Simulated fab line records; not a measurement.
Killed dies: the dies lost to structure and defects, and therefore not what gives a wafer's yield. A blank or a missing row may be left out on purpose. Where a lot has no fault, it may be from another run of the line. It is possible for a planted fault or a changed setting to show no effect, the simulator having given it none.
Tool commonality check / flow n5 finfet / Sample size 9 lots and 27 wafers

WHAT PROMPTED THE OPENING
Of 9 lots, 2 have the reading CJ_N flagged at N5_BEOL_M4_RC_MEAS_101. Fault-free wafers read 4.36, with a standard deviation of 0.084.
Rule: flag the lot when none of its wafers has a number, or when each of its wafers that has one lies beyond 4 standard deviations from that mean. The rest of the lots are taken to be sound.

lot=L900; measured=day 7 19:00; on=prober-01; CJ_N, wafer by wafer=4.42 4.40 4.49; flag=
lot=L901; measured=day 8 13:32; on=prober-01; CJ_N, wafer by wafer=4.28 4.30 4.29; flag=
lot=L903; measured=day 8 15:43; on=prober-02; CJ_N, wafer by wafer=4.38 4.37 4.33; flag=
lot=L904; measured=day 8 21:04; on=prober-02; CJ_N, wafer by wafer=4.34 4.30 4.43; flag=
lot=L906; measured=day 9 13:05; on=prober-01; CJ_N, wafer by wafer=4.50 4.37 4.45; flag=
lot=L908; measured=day 10 01:46; on=prober-01; CJ_N, wafer by wafer=4.38 4.40 4.49; flag=
lot=L919; measured=day 12 12:07; on=prober-02; CJ_N, wafer by wafer=5.44 5.49 5.39; flag=FLAGGED
lot=L921; measured=day 13 12:47; on=prober-01; CJ_N, wafer by wafer=5.42 5.32 5.39; flag=FLAGGED
lot=L922; measured=day 13 20:19; on=prober-01; CJ_N, wafer by wafer=4.44 4.43 4.50; flag=
Average over the flagged lots: 5.41; offset from the usual +1.05, equal to +12 standard deviations.

WHICH TOOL RAN EACH LOT
Before the reading, the record contains 3 process steps out of a 1938-step route. Each cell gives the tool, then ch followed by the chambers the sampled wafers passed through, then the start.
lot=L900; flag=; N5_ZERO_LAYER_DESCUM_16=rie diel-03 ch 0,1,3, day 1 12:55; N5_WELL_APT_IMPLANT_32=implanter-02 ch 0, day 1 15:38; N5_PMOS_HMC_CHANNEL_EPI_STRIP_33=rie diel-03 ch 0,1,3, day 1 17:31
lot=L901; flag=; N5_ZERO_LAYER_DESCUM_16=rie diel-01 ch 1,2,3, day 1 18:41; N5_WELL_APT_IMPLANT_32=implanter-01 ch 0, day 1 22:33; N5_PMOS_HMC_CHANNEL_EPI_STRIP_33=rie diel-03 ch 0,3, day 2 00:44
lot=L903; flag=; N5_ZERO_LAYER_DESCUM_16=rie diel-02 ch 1,2,3, day 2 06:51; N5_WELL_APT_IMPLANT_32=implanter-02 ch 0, day 2 09:35; N5_PMOS_HMC_CHANNEL_EPI_STRIP_33=rie diel-01 ch 0,1, day 2 11:42
lot=L904; flag=; N5_ZERO_LAYER_DESCUM_16=rie diel-03 ch 1,3, day 2 13:06; N5_WELL_APT_IMPLANT_32=implanter-02 ch 0, day 2 15:41; N5_PMOS_HMC_CHANNEL_EPI_STRIP_33=rie diel-01 ch 1,2, day 2 17:49
lot=L906; flag=; N5_ZERO_LAYER_DESCUM_16=rie diel-01 ch 0,3, day 3 00:48; N5_WELL_APT_IMPLANT_32=implanter-01 ch 0, day 3 03:34; N5_PMOS_HMC_CHANNEL_EPI_STRIP_33=rie diel-02 ch 1,2, day 3 05:56
lot=L908; flag=; N5_ZERO_LAYER_DESCUM_16=rie diel-01 ch 0,1,3, day 3 12:48; N5_WELL_APT_IMPLANT_32=implanter-01 ch 0, day 3 15:45; N5_PMOS_HMC_CHANNEL_EPI_STRIP_33=rie diel-02 ch 0,3, day 3 17:59
lot=L919; flag=FLAGGED; N5_ZERO_LAYER_DESCUM_16=rie diel-01 ch 0,2,3, day 6 06:48; N5_WELL_APT_IMPLANT_32=implanter-02 ch 0, day 6 09:52; N5_PMOS_HMC_CHANNEL_EPI_STRIP_33=rie diel-03 ch 0,1,2, day 6 11:54
lot=L921; flag=FLAGGED; N5_ZERO_LAYER_DESCUM_16=rie diel-02 ch 1,2,3, day 6 18:49; N5_WELL_APT_IMPLANT_32=implanter-02 ch 0, day 6 21:23; N5_PMOS_HMC_CHANNEL_EPI_STRIP_33=rie diel-03 ch 0,1,2, day 6 23:23
lot=L922; flag=; N5_ZERO_LAYER_DESCUM_16=rie diel-01 ch 0,1, day 7 00:55; N5_WELL_APT_IMPLANT_32=implanter-01 ch 0, day 7 03:42; N5_PMOS_HMC_CHANNEL_EPI_STRIP_33=rie diel-02 ch 0,1, day 7 05:57
These steps, and what they do:
- N5_ZERO_LAYER_DESCUM_16: chemistry O2, time 7.9 s.
- N5_WELL_APT_IMPLANT_32
- N5_PMOS_HMC_CHANNEL_EPI_STRIP_33: strips in N2/H2.
- N5_BEOL_M4_RC_MEAS_101

FLAGGED AGAINST TOTAL, ONE TOOL AT A TIME (gauges that did the reading follow at the end)
step=N5_ZERO_LAYER_DESCUM_16; tool=rie diel-01; lots run=5; flagged=1; share of the flagged lots=some; sound lots run after its first flagged lot=1 (L922)
step=N5_ZERO_LAYER_DESCUM_16; tool=rie diel-02; lots run=2; flagged=1; share of the flagged lots=some; sound lots run after its first flagged lot=0
step=N5_ZERO_LAYER_DESCUM_16; tool=rie diel-03; lots run=2; flagged=0; share of the flagged lots=none; sound lots run after its first flagged lot=-
step=N5_WELL_APT_IMPLANT_32; tool=implanter-01; lots run=4; flagged=0; share of the flagged lots=none; sound lots run after its first flagged lot=-
step=N5_WELL_APT_IMPLANT_32; tool=implanter-02; lots run=5; flagged=2; share of the flagged lots=all; sound lots run after its first flagged lot=0
step=N5_PMOS_HMC_CHANNEL_EPI_STRIP_33; tool=rie diel-01; lots run=2; flagged=0; share of the flagged lots=none; sound lots run after its first flagged lot=-
step=N5_PMOS_HMC_CHANNEL_EPI_STRIP_33; tool=rie diel-02; lots run=3; flagged=0; share of the flagged lots=none; sound lots run after its first flagged lot=-
step=N5_PMOS_HMC_CHANNEL_EPI_STRIP_33; tool=rie diel-03; lots run=4; flagged=2; share of the flagged lots=all; sound lots run after its first flagged lot=0
step=N5_BEOL_M4_RC_MEAS_101; tool=prober-01; lots run=6; flagged=1; share of the flagged lots=some; sound lots run after its first flagged lot=1 (L922)
step=N5_BEOL_M4_RC_MEAS_101; tool=prober-02; lots run=3; flagged=1; share of the flagged lots=some; sound lots run after its first flagged lot=0

WHAT THE TABLE ALLOWS
2 rows of the table ran every flagged lot: implanter-02 at N5_WELL_APT_IMPLANT_32, rie diel-03 at N5_PMOS_HMC_CHANNEL_EPI_STRIP_33.
- implanter-02 at N5_WELL_APT_IMPLANT_32 ran 5 lots, 2 of them flagged. Last sound lot L904 at day 2 15:41, first flagged lot L919 at day 6 09:52; a fault beginning in between fits. Its own readings (dose ions cm2, faraday current uA) fall more than 4 standard deviations out on all wafers of the flagged lots.
- rie diel-03 at N5_PMOS_HMC_CHANNEL_EPI_STRIP_33 ran 4 lots, 2 of them flagged. Last sound lot L901 at day 2 00:44, first flagged lot L919 at day 6 11:54; a fault beginning in between fits.
These 2 tools cannot be told apart by counting lots, since each of them fits a fault that started at some hour. More lots, or a look at what each step does to the wafer, might.

WHAT THE SIMULATOR PUT IN
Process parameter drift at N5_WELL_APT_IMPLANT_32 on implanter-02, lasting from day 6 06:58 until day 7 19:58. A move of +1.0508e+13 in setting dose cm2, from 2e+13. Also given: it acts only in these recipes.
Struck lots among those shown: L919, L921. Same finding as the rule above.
